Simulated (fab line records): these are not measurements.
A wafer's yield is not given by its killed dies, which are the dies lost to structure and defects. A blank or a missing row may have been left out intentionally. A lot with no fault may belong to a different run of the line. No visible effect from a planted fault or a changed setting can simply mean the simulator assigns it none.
The same fault as seen by 2 desks | flow n5-finfet | what lay behind the numbers comes last; until then each desk has only its own

== AT THE METROLOGY DESK ==
What the gauges read for every lot (on any tool): the sampled wafers with a number, averaged. Any lot whose mean is over 4 standard deviations away from the usual mean is out of limits and marked OUT; that distance is given in the brackets. It has 13 readings; the 7 that lie furthest out on some lot are the ones shown.
Columns: A = ION_N at N5_BEOL_M4_RC_MEAS_101, usual 673 uA/um; B = ION_P at N5_BEOL_M4_RC_MEAS_101, usual 462 uA/um; C = REXT_N at N5_BEOL_M4_RC_MEAS_101, usual 75.3 ohm.um; D = REXT_P at N5_BEOL_M4_RC_MEAS_101, usual 101.2 ohm.um; E = SS_N at N5_BEOL_M4_RC_MEAS_101, usual 71.4 mV/dec; F = VT_P at N5_BEOL_M4_RC_MEAS_101, usual -250 mV; G = VT_P_LVT at N5_BEOL_M4_RC_MEAS_101, usual -99 mV
lot  | first seen here | A   | B   | C    | D     | E    | F    | G
L897 | day 9 15:28     | 670 | 461 | 78.9 | 99.7  | 72.0 | -249 | -98
L907 | day 12 05:26    | 661 | 455 | 76.9 | 105.4 | 71.5 | -252 | -105
L911 | day 12 21:16    | 671 | 463 | 78.8 | 102.8 | 71.7 | -248 | -98
L910 | day 13 01:28    | 666 | 451 | 79.4 | 108.7 | 71.5 | -256 | -105
This desk found nothing out of limits on any of the 4 lots.

== THE TOOL OWNER'S DESK: ald-sin-04 ==
The tool's own readings at N5_SPACER0_ALD_00 (deposits SiOCN, target thk 3.5 nm, pulse time 3 s, purge time 2 s): means of the sampled wafers that have a number, for each lot that ran on this tool. Any lot whose mean is over 4 standard deviations away from the usual mean is out of limits and marked OUT; that distance is given in the brackets.
Columns: A = heater-power-w at N5_SPACER0_ALD_00, usual 833 W; B = precursor-pulse-height-rel at N5_SPACER0_ALD_00, usual 1.002
lot  | first seen here | A   | B
L897 | day 4 15:34     | 835 | 1.001
L907 | day 6 23:56     | 820 | 0.998
L910 | day 7 18:28     | 854 | 1.012
This desk found nothing out of limits on any of the 3 lots.

== BROUGHT TOGETHER ==
At the metrology desk, nothing out of limits was observed.
The tool owner's desk saw nothing out of limits.

== WHAT THE SIMULATOR HAD PUT IN ==
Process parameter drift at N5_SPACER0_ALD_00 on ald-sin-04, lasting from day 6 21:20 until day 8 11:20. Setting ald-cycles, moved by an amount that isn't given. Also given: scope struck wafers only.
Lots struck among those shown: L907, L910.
